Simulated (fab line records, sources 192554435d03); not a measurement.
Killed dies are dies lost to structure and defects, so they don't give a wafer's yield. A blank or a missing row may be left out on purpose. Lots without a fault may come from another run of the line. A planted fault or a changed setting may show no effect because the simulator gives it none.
Which tool did it? | flow n5_finfet | 6 lots, 18 wafers sampled, at 3 steps of a route of 1938

WHAT THE GAUGES READ, wafer by wafer
N5_BEOL_M5_INSPECT_58: inspects for defects (darkfield).
lot  | measured     | on                | raw_defect_count
L810 | day 9 13:20  | defect_inspect-01 | 46 33 32
L813 | day 10 13:35 | defect_inspect-01 | 41 35 41
L815 | day 10 22:55 | defect_inspect-02 | 104 53 55
L820 | day 11 21:21 | defect_inspect-02 | 55 44 62
L821 | day 11 21:37 | defect_inspect-01 | 73 110 58
L831 | day 14 18:03 | defect_inspect-02 | 85 52 82

WHICH TOOL RAN EACH LOT (tool, then ch and the chambers of the sampled wafers, then the start)
lot  | N5_BEOL_M5_SPUTTER_88        | N5_BEOL_M5_CO_CAP_78
L810 | pvd_sputter-01, day 9 11:10  | cvd_co-01 ch 0,2, day 9 13:07
L813 | pvd_sputter-02, day 10 11:22 | cvd_co-01 ch 0,1,2, day 10 13:23
L815 | pvd_sputter-03, day 10 20:44 | cvd_co-02 ch 1,2, day 10 22:42
L820 | pvd_sputter-03, day 11 19:11 | cvd_co-02 ch 1,2, day 11 21:08
L821 | pvd_sputter-01, day 11 19:25 | cvd_co-01 ch 1,2, day 11 21:25
L831 | pvd_sputter-01, day 14 15:42 | cvd_co-02 ch 0,1, day 14 17:50
- N5_BEOL_M5_SPUTTER_88: material Cu, target thk 15 nm, time 27.62 s.
- N5_BEOL_M5_CO_CAP_78: material Co, precursor CCTBA/H2, target thk 2 nm, time 102.1 s.

THE ANSWER, worked out from the rows above alone
Rule: what is usual is taken from the lots themselves. Put in order of their means at a reading, lots are off if they are a third of the lots or fewer, leave a main group of 4 or more, and stand apart from it by a gap of 3 or more times the standard deviation of the main group's means; of several such gaps the widest counts. A main group whose means are all the same, to the digits that the tables above print for the reading, isn't used. A lot without any number at a reading at which 4 lots or more have one is off too. The other lots that the step has rows for count as sound.
No lot is off at any reading shown: from this, nothing can be told.

WHAT THE SIMULATOR HAD PUT IN
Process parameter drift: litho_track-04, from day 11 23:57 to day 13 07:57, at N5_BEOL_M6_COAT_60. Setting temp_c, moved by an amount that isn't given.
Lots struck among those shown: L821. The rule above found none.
